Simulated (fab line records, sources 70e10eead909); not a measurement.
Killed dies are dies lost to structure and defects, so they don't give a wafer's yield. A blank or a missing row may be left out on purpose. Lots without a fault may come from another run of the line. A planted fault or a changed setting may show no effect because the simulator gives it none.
Which tool did it? | flow nand_harc | 24 lots, 72 wafers sampled, at 3 steps of a route of 1159

WHAT THE GAUGES READ, wafer by wafer
NHARC_A_CONTACT_CD_MEAS_69: target cd 200 nm. Usual: cd_nm 199.9 nm, standard deviation 0.55.
lot  | measured     | on        | cd_nm (nm)        | flag
L075 | day 16 15:31 | cd_sem-03 | 199.3 199.6 199.8 |
L074 | day 16 15:44 | cd_sem-01 | 200.0 199.9 199.2 |
L077 | day 16 19:13 | cd_sem-02 | 199.5 199.4 199.5 |
L076 | day 16 19:31 | cd_sem-01 | 200.9 200.7 200.6 |
L079 | day 17 11:00 | cd_sem-03 | 200.4 200.2 200.5 |
L078 | day 17 12:44 | cd_sem-01 | 200.4 200.7 200.3 |
L081 | day 18 12:58 | cd_sem-01 | 199.8 199.5 200.3 |
L080 | day 18 13:23 | cd_sem-03 | 200.6 200.4 200.7 |
L085 | day 19 05:10 | cd_sem-02 | 199.7 199.4 199.8 |
L084 | day 19 08:51 | cd_sem-02 | 199.7 199.8 199.2 |
L082 | day 19 09:15 | cd_sem-01 | 199.0 199.5 198.6 |
L083 | day 19 18:00 | cd_sem-03 | 200.6 200.0 199.0 |
L087 | day 19 22:04 | cd_sem-02 | 200.0 200.4 200.5 |
L086 | day 20 03:02 | cd_sem-03 | 200.2 199.9 200.7 |
L089 | day 20 04:20 | cd_sem-02 | 199.7 200.4 200.5 |
L088 | day 20 06:10 | cd_sem-02 | 200.4 200.2 199.8 |
L090 | day 20 15:06 | cd_sem-03 | 199.9 200.5 199.4 |
L092 | day 20 16:50 | cd_sem-03 | 201.0 200.2 199.9 |
L091 | day 20 18:46 | cd_sem-03 | 200.6 201.0 200.0 |
L094 | day 21 05:22 | cd_sem-02 | 199.0 199.3 199.9 |
L093 | day 21 10:38 | cd_sem-02 | 199.2 199.6 199.5 |
L096 | day 22 00:31 | cd_sem-03 | 199.9 199.5 199.6 |
L095 | day 22 01:56 | cd_sem-03 | 199.9 199.8 200.0 |
L097 | day 22 15:09 | cd_sem-02 | 199.4 199.8 200.0 |

WHICH TOOL RAN EACH LOT (tool, then ch and the chambers of the sampled wafers, then the start)
lot  | NHARC_A_CONTACT_ETCH_122             | NHARC_A_CONTACT_DEP_57
L075 | har_cap_etch-03 ch 0,1, day 16 07:59 | acl_dep-01 ch 0, day 16 13:20
L074 | har_cap_etch-02 ch 0, day 16 09:05   | acl_dep-03 ch 0, day 16 13:16
L077 | har_cap_etch-02 ch 0,1, day 16 14:04 | acl_dep-01 ch 0, day 16 16:35
L076 | har_cap_etch-01 ch 0,1, day 16 14:33 | acl_dep-03 ch 0, day 16 16:52
L079 | har_cap_etch-01 ch 1, day 17 06:47   | acl_dep-01 ch 0, day 17 08:40
L078 | har_cap_etch-03 ch 0,1, day 17 07:15 | acl_dep-01 ch 0, day 17 10:23
L081 | har_cap_etch-01 ch 0,1, day 18 07:20 | acl_dep-02 ch 0, day 18 10:38
L080 | har_cap_etch-03 ch 0,1, day 18 08:47 | acl_dep-03 ch 0, day 18 10:59
L085 | har_cap_etch-03 ch 0,1, day 18 21:59 | acl_dep-03 ch 0, day 19 03:13
L084 | har_cap_etch-03 ch 0,1, day 19 04:17 | acl_dep-03 ch 0, day 19 06:58
L082 | har_cap_etch-02 ch 0,1, day 19 04:46 | acl_dep-01 ch 0, day 19 06:45
L083 | har_cap_etch-03 ch 0,1, day 19 10:11 | acl_dep-01 ch 0, day 19 15:32
L087 | har_cap_etch-02 ch 0,1, day 19 17:17 | acl_dep-02 ch 0, day 19 19:36
L086 | har_cap_etch-02 ch 1, day 19 22:38   | acl_dep-02 ch 0, day 20 00:33
L089 | har_cap_etch-03 ch 0,1, day 19 23:47 | acl_dep-01 ch 0, day 20 01:59
L088 | har_cap_etch-02 ch 0,1, day 20 01:40 | acl_dep-01 ch 0, day 20 03:44
L090 | har_cap_etch-03 ch 0,1, day 20 09:09 | acl_dep-01 ch 0, day 20 12:37
L092 | har_cap_etch-02 ch 0,1, day 20 11:40 | acl_dep-01 ch 0, day 20 14:23
L091 | har_cap_etch-03 ch 0,1, day 20 13:25 | acl_dep-01 ch 0, day 20 16:05
L094 | har_cap_etch-03 ch 0,1, day 21 00:12 | acl_dep-02 ch 0, day 21 02:45
L093 | har_cap_etch-03 ch 0,1, day 21 05:35 | acl_dep-02 ch 0, day 21 08:11
L096 | har_cap_etch-02 ch 0,1, day 21 19:30 | acl_dep-03 ch 0, day 21 22:19
L095 | har_cap_etch-03 ch 0,1, day 21 21:36 | acl_dep-01 ch 0, day 21 23:28
L097 | har_cap_etch-01 ch 1, day 22 08:17   | acl_dep-03 ch 0, day 22 12:49
- NHARC_A_CONTACT_ETCH_122: etches the open film in C4F8/O2/Ar, time 95 s, target depth 930 nm.
- NHARC_A_CONTACT_DEP_57: deposits aC, target thk 2800 nm.

WHAT THE TOOLS THEMSELVES READ (means of the sampled wafers that have a number; where no wafer has one, the mark that the record gives instead)
NHARC_A_CONTACT_DEP_57. Usual: throttle_valve_pct 34.999 %, standard deviation 0.0086.
lot  | tool       | throttle_valve_pct (%) | flag
L075 | acl_dep-01 | 34.998                 |
L074 | acl_dep-03 | 35.011                 |
L077 | acl_dep-01 | 34.996                 |
L076 | acl_dep-03 | 35.001                 |
L079 | acl_dep-01 | 35.004                 |
L078 | acl_dep-01 | 35.002                 |
L081 | acl_dep-02 | 35.001                 |
L080 | acl_dep-03 | 35.003                 |
L085 | acl_dep-03 | 34.994                 |
L084 | acl_dep-03 | 35.002                 |
L082 | acl_dep-01 | 34.996                 |
L083 | acl_dep-01 | 35.001                 |
L087 | acl_dep-02 | 34.992                 |
L086 | acl_dep-02 | 34.997                 |
L089 | acl_dep-01 | 35.012                 |
L088 | acl_dep-01 | 35.002                 |
L090 | acl_dep-01 | 35.001                 |
L092 | acl_dep-01 | 35.007                 |
L091 | acl_dep-01 | 34.996                 |
L094 | acl_dep-02 | 35.005                 |
L093 | acl_dep-02 | 34.994                 |
L096 | acl_dep-03 | 34.999                 |
L095 | acl_dep-01 | 35.003                 |
L097 | acl_dep-03 | 34.993                 |

THE ANSWER, worked out from the rows above alone
Rule: a lot is off if the mean of its wafers that have a number lies more than 3 standard deviations from the usual mean. A lot without any number at a reading at which 4 lots or more have one is off too. The other lots that the step has rows for count as sound. The gauges are gone through in route order, then the tools' own readings, and for those a lot's mean is taken as printed above. The first step at which some lot is off is used, and at that step the reading that is off furthest; a lot without a number counts as furthest.
No lot is off at any reading shown: from this, nothing can be told.

WHAT THE SIMULATOR HAD PUT IN
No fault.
